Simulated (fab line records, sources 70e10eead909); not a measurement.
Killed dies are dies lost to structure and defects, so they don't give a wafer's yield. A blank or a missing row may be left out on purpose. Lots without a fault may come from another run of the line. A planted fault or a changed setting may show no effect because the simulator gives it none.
fab line records | flow nand_harc
record lots=11 wafers=33 last_day=24
route steps=1159 shown A_CONTACT@936
lots that met no fault: from a run of the same line without faults
start_h: hours from the record's first day to the start of the lot's first wafer shown | wait_h: hours since the lot's step before | " the same as in the row above | L1.1+2: a row that stands for several wafers | - no value, or no start given | * or withheld: withheld | < > ~ a bound
route shown NAME@n: a module of which the file shows steps, and the number in the route of the first | usual: mean/standard deviation of fault-free wafers | same: alike in all rows | chamber/n: place in a boat | sites: the reading at each site | _std_site: their standard deviation | _edge_site: outer sites' mean less inner sites' | radius_mm: how far each site lies from the wafer's centre | mask NAME#n: copy n | behind: the tool/chamber that last shaped the wafer | hold: why the lot was held/for how many hours/how that ended | device: the transistor (n, p or np) that didn't switch | end of line: the same wafers' tests at the end of the route | a step without rows: its recipe alone | killed: dies lost to structure and defects at the first sort, not the wafer's yield | map: a wafer's dies, x killed, . not, _ none there
set.NAME: the setting as run; set.NAME@STEP: as run at that earlier step | model.NAME: the simulator's own value behind a step, which no gauge read
steps of the route over a sample of lots; a table a step, a row a wafer
services: from which hour (start_h, from the record's first day; less than 0 if before it) a tool's chamber was out of use, for how many hours, and why
## steps
# step NHARC_A_CONTACT_OVL_MEAS_09
# usual overlay_x_nm=0.0/0.8 overlay_y_nm=-0.1/0.78
# columns lot.wafer tool chamber start_h wait_h overlay_x_nm overlay_y_nm
L776.2 overlay-01 - 378.95 - -0.4 -0.4
L776.3 " - " " -0.2 -0.6
L776.4 " - " " -0.5 -0.3
L775.1 overlay-01 - 385.00 - -1.0 -0.5
L775.4 " - " " -0.9 -0.2
L775.5 " - " " -0.5 -0.3
L778.1 overlay-02 - 390.18 - -0.6 0.1
L778.4 " - " " -0.7 0.4
L778.5 " - " " -1.0 0.6
L777.1 overlay-02 - 391.40 - 0.0 -0.1
L777.2 " - " " -0.6 -0.1
L777.6 " - " " 0.4 -0.5
L780.1 overlay-02 - 424.84 - -0.5 -1.1
L780.2 " - " " -0.2 -1.1
L780.5 " - " " -0.2 -1.1
L783.2 overlay-01 - 428.38 - 1.2 0.4
L783.5 " - " " 0.6 0.9
L783.6 " - " " 0.9 0.6
L785.1 overlay-02 - 438.72 - -0.2 1.2
L785.2 " - " " -0.5 1.4
L785.4 " - " " -0.7 1.1
L784.2 overlay-02 - 440.84 - 0.2 0.3
L784.3 " - " " 0.3 0.1
L784.4 " - " " 0.0 0.1
L788.1 overlay-01 - 455.14 - 0.5 0.2
L788.4 " - " " 0.3 0.1
L788.6 " - " " 1.0 -0.1
L787.1 overlay-01 - 457.73 - -0.7 -0.1
L787.3 " - " " -0.4 0.3
L787.6 " - " " -1.1 0.1
L796.2 overlay-02 - 509.34 - 0.4 -1.0
L796.3 " - " " 0.4 -1.4
L796.5 " - " " 0.6 -1.3
# step NHARC_A_CONTACT_ETCH_31
# recipe target_depth_a=20000 over_etch_frac=0.3 time_s=520 ion_energy_ev=150 o2_flow_sccm=400 cos_flow_sccm=20 ar_flow_sccm=0 rf_w=500 bias_w=300 chemistry=O2/COS
# usual cos_flow_sccm=19.99/0.063 drypump_motor_current_A=5.68/0.24 oes_product_au=0.999/0.011 rf_vpp_V=313.5/2 showerhead_plenum_p_Torr=3.08/0.12 throttle_valve_pct=28.329/0.01
# columns lot.wafer tool chamber start_h wait_h cos_flow_sccm drypump_motor_current_A oes_product_au rf_hours_counter_h rf_vpp_V showerhead_plenum_p_Torr throttle_valve_pct
L776.2 rie_diel-11 3 - - 20.04 5.79 1.005 1 315.0 3.22 28.320
L776.4 " 1 " " 20.03 5.79 0.975 1 314.0 3.04 28.342
L776.3 " 2 " " 20.01 5.59 1.009 1 313.7 3.00 28.338
L775.1 rie_diel-08 3 - - 20.02 6.00 0.998 16 313.0 3.04 28.326
L775.4 " 0 " " 20.12 5.59 0.997 17 313.0 3.06 28.329
L775.5 " 1 " " 20.00 5.94 0.991 - 316.6 3.24 28.337
L778.4 rie_diel-11 1 - - 20.04 5.78 0.977 6 313.1 3.04 28.337
L778.1 " 2 " " 20.01 5.61 1.010 5 311.9 3.00 28.325
L778.5 " 0 " " 20.02 5.46 1.006 - 316.2 3.26 28.340
L777.1 rie_diel-08 1 - - 20.00 5.92 0.984 17 316.3 3.24 28.312
L777.2 " 2 " " 19.97 5.34 0.988 16 311.4 2.93 28.327
L777.6 " 0 " " 19.92 5.58 0.994 - 313.4 3.06 28.349
L780.1 rie_diel-08 0 - - 20.09 5.58 1.004 25 313.1 3.05 28.331
L780.2 " 1 " " 19.87 5.94 0.999 24 317.1 3.24 28.325
L780.5 " 0 " " 20.01 5.58 1.003 - 314.0 3.05 28.310
L783.2 rie_diel-08 0 - - 19.95 5.58 0.996 26 313.3 3.05 28.324
L783.5 " 0 " " 19.89 5.58 1.009 - 313.6 3.05 28.324
L783.6 " 2 " " 19.92 5.34 0.990 - 309.4 2.92 28.329
L785.2 rie_diel-01 3 - - 19.99 6.09 0.987 42 314.8 3.15 28.330
L785.1 " 0 " " 20.07 5.35 0.991 43 315.5 3.15 28.340
L785.4 " 0 " " 20.06 5.33 0.984 - 314.1 3.15 28.337
L784.2 rie_diel-08 0 441.93 0.2 20.06 5.60 1.007 30 313.5 3.05 28.340
L784.3 " 2 " " 19.97 5.33 0.992 - 310.4 2.92 28.330
L784.4 " 0 " " 19.94 5.60 1.006 - 313.3 3.05 28.364
L788.1 rie_diel-01 3 - - 20.08 6.05 0.996 49 315.5 3.14 28.336
L788.4 " 0 " " 19.94 5.39 0.986 - 313.2 3.14 28.338
L788.6 " 1 " " 20.07 5.85 1.020 - 312.9 2.92 28.329
L787.3 rie_diel-11 0 - - 19.93 5.46 0.999 33 315.4 3.25 28.321
L787.1 " 1 " " 20.05 5.79 0.978 30 312.6 3.02 28.325
L787.6 " 2 " " 20.00 5.61 1.012 - 311.4 2.99 28.332
L796.3 rie_diel-11 1 - - 19.95 5.80 0.995 49 312.0 3.02 28.327
L796.2 " 3 " " 20.02 5.83 0.997 52 316.3 3.20 28.324
L796.5 " 1 " " 19.91 5.80 0.989 - 313.1 3.02 28.333
# step NHARC_A_CONTACT_ETCH_110
# recipe target_depth_a=500 overetch_a=50 time_s=27.5 ion_energy_ev=100 cf4_flow_sccm=80 o2_flow_sccm=20 ar_flow_sccm=0 rf_w=300 bias_w=100 chemistry=CF4/O2
# usual drypump_motor_current_A=5.68/0.23 oes_product_au=0.998/0.011 rf_vpp_V=197.5/1.3 showerhead_plenum_p_Torr=1.32/0.053 throttle_valve_pct=13.397/0.009
# columns lot.wafer tool chamber start_h wait_h drypump_motor_current_A oes_product_au rf_hours_counter_h rf_vpp_V showerhead_plenum_p_Torr throttle_valve_pct
L776.2 rie_diel-08 2 382.17 0.1 5.39 0.990 15 196.0 1.25 13.399
L776.3 " 3 " " 6.01 0.983 15 197.2 1.30 13.392
L776.4 " 0 " " 5.57 0.998 17 197.3 1.31 13.404
L775.4 rie_diel-11 3 388.07 0.1 5.76 0.997 4 198.7 1.38 13.388
L775.1 " 1 " " 5.79 0.979 4 196.8 1.30 13.398
L775.5 " 2 " " 5.60 1.006 - 196.5 1.28 13.396
L778.1 rie_diel-08 3 392.92 0.1 6.00 0.987 16 196.8 1.30 13.404
L778.4 " 1 " " 5.92 0.999 17 199.8 1.39 13.404
L778.5 " 3 " " 6.00 0.986 - 195.6 1.30 13.394
L777.1 rie_diel-11 3 394.23 0.1 5.80 0.991 6 197.8 1.38 13.391
L777.2 " 0 " " 5.45 1.003 7 198.9 1.40 13.415
L777.6 " 2 " " 5.59 0.995 - 197.1 1.28 13.390
L780.1 rie_diel-01 3 428.45 0.1 6.02 0.990 38 199.2 1.35 13.400
L780.2 " 0 " " 5.38 0.985 40 198.2 1.35 13.386
L780.5 " 1 " " 5.87 1.023 - 197.4 1.25 13.402
L783.2 rie_diel-08 1 431.32 0.1 5.92 0.994 26 198.1 1.39 13.385
L783.5 " 1 " " 5.91 1.003 - 197.8 1.39 13.393
L783.6 " 0 " " 5.56 1.006 - 197.8 1.30 13.393
L785.4 rie_diel-11 2 441.74 0.1 5.60 1.012 22 197.7 1.28 13.378
L785.1 " 3 " " 5.78 0.988 25 196.5 1.37 13.405
L785.2 " 0 " " 5.44 0.993 24 196.6 1.39 13.380
L784.2 rie_diel-08 0 444.27 0.1 5.58 1.006 30 197.6 1.30 13.397
L784.3 " 0 " " 5.58 1.002 - 198.4 1.30 13.391
L784.4 " 2 " " 5.36 0.992 - 197.1 1.25 13.401
L788.4 rie_diel-08 0 458.19 0.1 5.59 1.001 33 197.1 1.30 13.396
L788.1 " 3 " " 5.98 0.995 23 198.3 1.30 13.408
L788.6 " 1 " " 5.92 1.008 - 199.1 1.38 13.387
L787.3 rie_diel-11 3 460.80 0.1 5.79 0.993 35 198.0 1.37 13.392
L787.1 " 1 " " 5.76 0.979 30 195.5 1.29 13.394
L787.6 " 3 " " 5.76 0.995 - 198.9 1.37 13.398
L796.3 rie_diel-01 2 512.20 0.1 5.82 1.004 2 200.2 1.39 13.403
L796.2 " 0 " " 5.38 0.988 4 197.4 1.34 13.418
L796.5 " 1 " " 5.86 1.010 - 195.5 1.24 13.403
# step NHARC_A_CONTACT_CVD_19
# recipe target_thk_a=3000 temp_c=300 pressure_torr=40 wf6_flow_sccm=40 h2_flow_sccm=1600 ar_flow_sccm=1560 time_s=802 material=W
# usual heater_power_w=496/23 throttle_valve_pct=7.9/0.46
# columns lot.wafer tool chamber start_h wait_h heater_power_w throttle_valve_pct
L776.2 cvd_w-01 1 390.28 - 442 8.4
L776.4 " 0 " " 490 8.3
L776.3 " 1 " " 450 8.5
L775.1 cvd_w-01 0 395.98 - 493 8.3
L775.4 " 1 " " 450 8.4
L775.5 " 0 " " 493 8.4
L778.1 cvd_w-02 0 398.52 - 489 7.5
L778.4 " 0 " " 498 7.9
L778.5 " 1 " " 538 7.4
L777.2 cvd_w-02 0 399.70 - 489 7.7
L777.1 " 1 " " 507 7.3
L777.6 " 0 " " 504 7.8
L780.2 cvd_w-01 1 435.24 - 449 8.5
L780.1 " 0 " " 486 8.3
L780.5 " 0 " " 492 8.5
L783.2 cvd_w-01 0 436.12 - 488 8.4
L783.5 " 1 " " 449 8.6
L783.6 " 0 " " 491 8.4
L785.1 cvd_w-02 0 442.66 - 510 7.8
L785.2 " 1 " " 534 7.3
L785.4 " 0 " " 507 7.7
L784.2 cvd_w-02 0 449.25 - 503 7.7
L784.4 " 1 " " 520 7.5
L784.3 " 0 " " 498 7.5
L788.1 cvd_w-02 1 459.04 - 516 7.5
L788.4 " 0 " " 497 7.9
L788.6 " 0 " " 513 7.8
L787.1 cvd_w-01 1 465.04 - 463 8.5
L787.3 " 1 " " 459 8.5
L787.6 " 1 " " 469 8.6
L796.2 cvd_w-01 1 513.13 - 489 8.6
L796.3 " 0 " " 459 8.2
L796.5 " 0 " " 458 8.3
# step NHARC_A_CONTACT_CMP_20
# recipe t_overpolish_s=30 target_thk_nm=300
# usual motor_current_A=11.4/1.3 overpolish_run_s=30.001/0.0085 slurry_filter_dp_kPa=13.51/0.14 slurry_flow_ml_min=150.0/0.46 time_to_endpoint_s=59/3.6
# columns lot.wafer tool chamber start_h wait_h motor_current_A overpolish_run_s slurry_filter_dp_kPa slurry_flow_ml_min time_to_endpoint_s
L776.3 cmp-04 2 391.03 0.4 11.4 29.998 13.69 149.6 63
L776.4 " 0 " " 12.8 30.001 13.46 150.3 60
L776.2 " 1 " " 10.0 30.005 13.62 149.1 60
L775.1 cmp-01 0 396.88 0.8 9.8 30.008 13.49 150.0 63
L775.4 " 3 " " 9.4 30.011 13.56 149.9 62
L775.5 " 0 " " 10.2 30.004 13.41 150.7 64
L778.1 cmp-03 3 399.46 0.8 11.8 30.010 13.63 149.9 56
L778.4 " 0 " " 12.9 29.985 13.45 150.4 57
L778.5 " 1 " " 11.9 30.013 13.43 150.6 54
L777.2 cmp-01 0 400.59 0.8 9.7 30.006 13.64 149.9 59
L777.1 " 2 " " 13.8 30.001 13.52 149.7 64
L777.6 " 0 " " 10.5 29.991 13.63 150.3 64
L780.2 cmp-03 1 436.16 0.8 11.4 30.004 13.68 149.8 52
L780.1 " 3 " " 12.5 30.000 13.37 149.2 56
L780.5 " 1 " " 12.7 30.003 13.60 149.9 54
L783.2 cmp-01 1 436.89 0.6 14.5 29.993 13.43 150.1 58
L783.6 " 1 " " 13.9 30.007 13.62 150.1 60
L783.5 " 2 " " 13.3 29.992 13.42 149.7 62
L785.4 cmp-01 3 443.54 0.5 9.8 30.006 13.46 150.2 60
L785.2 " 0 " " 10.1 29.999 13.66 149.6 57
L785.1 " 2 " " 13.4 30.026 13.46 149.5 62
L784.3 cmp-04 3 450.05 0.4 10.7 30.008 13.45 150.3 56
L784.2 " 0 " " 13.0 30.009 13.40 150.7 54
L784.4 " 1 " " 10.7 29.999 13.42 150.5 56
L788.1 cmp-01 1 459.98 0.8 14.3 30.003 13.49 149.4 56
L788.4 " 2 " " 12.7 30.004 13.31 150.8 62
L788.6 " 3 " " 9.3 29.995 13.28 150.0 61
L787.1 cmp-01 2 465.94 0.8 13.1 29.999 13.45 150.2 65
L787.3 " 0 " " 9.8 29.998 13.62 149.1 63
L787.6 " 2 " " 12.9 30.000 13.45 150.4 64
L796.2 cmp-03 2 514.01 0.8 12.1 30.004 13.55 149.0 85
L796.3 " 1 " " 11.8 29.991 13.64 149.7 53
L796.5 " 3 " " 11.8 30.011 13.37 149.5 86
## services
# columns tool chamber start_h hours kind
rie_diel-08 3 359.70 1.3 repair
rie_diel-08 0 359.91 - clean
rie_diel-08 1 359.91 - clean
rie_diel-01 2 362.64 2.9 repair
rie_diel-11 - 366.50 9.0 pm
cvd_w-02 - 375.32 0.5 repair
cmp-01 - 375.63 4.0 pm
cvd_w-02 - 378.78 13.0 pm
cmp-03 - 387.93 0.4 repair
cmp-04 - 399.07 4.0 pm
cmp-01 - 418.50 0.6 repair
rie_diel-01 2 423.97 50.2 repair
rie_diel-08 1 437.38 8.4 repair
cmp-03 - 450.00 4.0 pm
rie_diel-08 2 461.42 1.3 repair
rie_diel-01 3 466.91 9.3 repair
cmp-01 - 473.63 4.0 pm
rie_diel-08 - 478.80 9.0 pm
cvd_w-01 - 484.07 13.0 pm
rie_diel-01 - 491.88 9.0 pm
cmp-04 - 497.07 4.0 pm
cmp-03 - 498.59 0.5 repair
rie_diel-01 3 510.88 1.7 repair
rie_diel-08 0 511.99 9.8 repair
## key
first_sign step=NHARC_A_CONTACT_CMP_20 reading=time_to_endpoint_s direction=up sigmas=7.3 usual=* struck=*
effect none on later readings
met_at NHARC_A_CONTACT_CVD_19
struck_lots L796
struck_wafers L796.2,L796.5
tester_left_out L796
not_acting_at NHARC_A_CONTACT_OVL_MEAS_09,NHARC_A_CONTACT_ETCH_31,NHARC_A_CONTACT_ETCH_110
onset_between 465.04 513.13
fault kind=process_parameter_drift tool=cvd_w-01 chamber=- onset_h=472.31 steps=NHARC_A_CONTACT_CVD_19 channel=target_thk_a offset=* shape=step end_h=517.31 scope=struck_wafers_only acts_in=* stated=*
# tester_left_out: of these lots the tester's yield and bins aren't shown, on N5 and GAA mostly nor the transistor test; their killed dies are dies lost to structure and defects alone, not to doping, threshold or leakage, so they don't give the yield
